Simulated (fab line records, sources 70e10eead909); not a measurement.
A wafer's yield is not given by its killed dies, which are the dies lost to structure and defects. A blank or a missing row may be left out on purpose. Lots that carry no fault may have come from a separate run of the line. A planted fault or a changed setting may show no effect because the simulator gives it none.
Comparing a struck lot with a sound one | flow nand-harc | 15 out of 1302 route steps
Sound: these wafers, L958.1, L958.5, L958.6. Wafers L973.4, L973.5 were the ones struck. The cause is named last.
At each step with rows: each side's tool, then ch and its chambers, then its first start. Under that, the readings that differ: sound wafers | struck wafers | difference of the means | sigmas: that difference in standard deviations of wafers without a fault.
alike: words and numbers the same on both sides, and readings whose means are apart by under 2 such deviations; not compared: readings that were withheld, readings missing a value for some wafer, numbers with overlapping values and no deviation given by the record, and bounds like >300 which may hide the same value.
A row with sigmas, a row that says differs or no value, or rows on one side alone: a step with any of these is where the two part. Numbers that have no deviation but don't overlap get no sigmas and don't part them. A reading missing from all wafers of one side parts the sides only when that side holds two or more wafers.

first, 7 steps without rows for these wafers: NHARC_P_STI_COAT_41 (time 65 s); NHARC_P_STI_COAT_03 (resist thk 600 nm); NHARC_P_STI_SOFTBAKE_04 (time 70 s); NHARC_P_STI_EBR_05; NHARC_P_STI_EXPOSE_06 (exposes mask P STI, target cd 200 nm); NHARC_P_STI_PEB_07 (peb time 80 s); NHARC_P_STI_DEVELOP_08 (time 50 s).
NHARC_P_STI_CD_MEAS_09: target cd 200 nm.
  sound on cd-sem-02 ch 0, day 2 20:16; struck on cd-sem-01 ch 0, day 9 02:08
  alike: cd-nm
NHARC_P_STI_OVL_MEAS_10:
  sound on overlay-01 at day 2 20:22; struck on overlay-02 at day 9 02:13
  reading           | sound       | struck | difference | sigmas
  overlay-y-nm (nm) | -10 -11 -11 | 12 12  | +23        | +4
  alike: overlay-x-nm
NHARC_P_STI_INSPECT_11:
  sound on defect-inspect-02 at day 2 20:24; struck on defect-inspect-01 at day 9 02:16
  alike: raw-defect-count
then, 1 step without rows for these wafers: NHARC_P_STI_HARDBAKE_13 (time 65 s).
NHARC_P_STI_DESCUM_14: chemistry O2, time 3 s.
  sound on rie-diel-07 ch 0,1,2, day 2 20:33; struck on rie-diel-07 ch 3, day 9 02:23
  alike: chamber-pressure-mTorr, drypump-motor-current-A, oes-product-au, rf-vpp-V, showerhead-plenum-p-Torr, throttle-valve-pct
  not compared: rf-hours-counter-h
NHARC_P_STI_ETCH_42: etches the open film in N2/H2, target depth 80 nm, overetch 24 nm, time 61 s.
  sound on rie-diel-07 ch 1,2, day 2 20:37; struck on rie-diel-07 ch 0,2, day 9 02:29
  reading               | sound             | struck      | difference | sigmas
  oes-product-au (a.u.) | 0.993 1.012 0.994 | 0.852 0.866 | -0.141     | -12
  alike: chamber-pressure-mTorr, drypump-motor-current-A, rf-vpp-V, showerhead-plenum-p-Torr, throttle-valve-pct
  not compared: rf-hours-counter-h
NHARC_P_STI_ETCH_31: etches the open film in CF4/CHF3, target depth 108.9 nm, time 54.5 s.
  sound on rie-diel-07 ch 0,1; struck on rie-diel-07 ch 0,3
  alike: chamber-pressure-mTorr, drypump-motor-current-A, oes-product-au, rf-vpp-V, showerhead-plenum-p-Torr, throttle-valve-pct
  not compared: rf-hours-counter-h
-- break in the record here, with 22 days between the starts of the struck wafers on either side (left off in module P_STI, picked up again in module END, where the first step shown is number 1302 on the route) --
NHARC_END_SORT_01:
  sound on prober-02 ch 0, day 25 17:38; struck on prober-02 ch 0, day 30 19:59
  reading         | sound    | struck | difference | sigmas
  killed-at-array | 24 31 25 | 72 68  | +43        | +2
  killed-dies     | 31 36 29 | 78 73  | +44        | +2
  alike: killed-at-other, killed-at-periphery, killed-open, killed-short

WHERE THEY PART
At NHARC_P_STI_OVL_MEAS_10 first; at NHARC_END_SORT_01 last (within this record only).

WHY: what had been put in by the simulator
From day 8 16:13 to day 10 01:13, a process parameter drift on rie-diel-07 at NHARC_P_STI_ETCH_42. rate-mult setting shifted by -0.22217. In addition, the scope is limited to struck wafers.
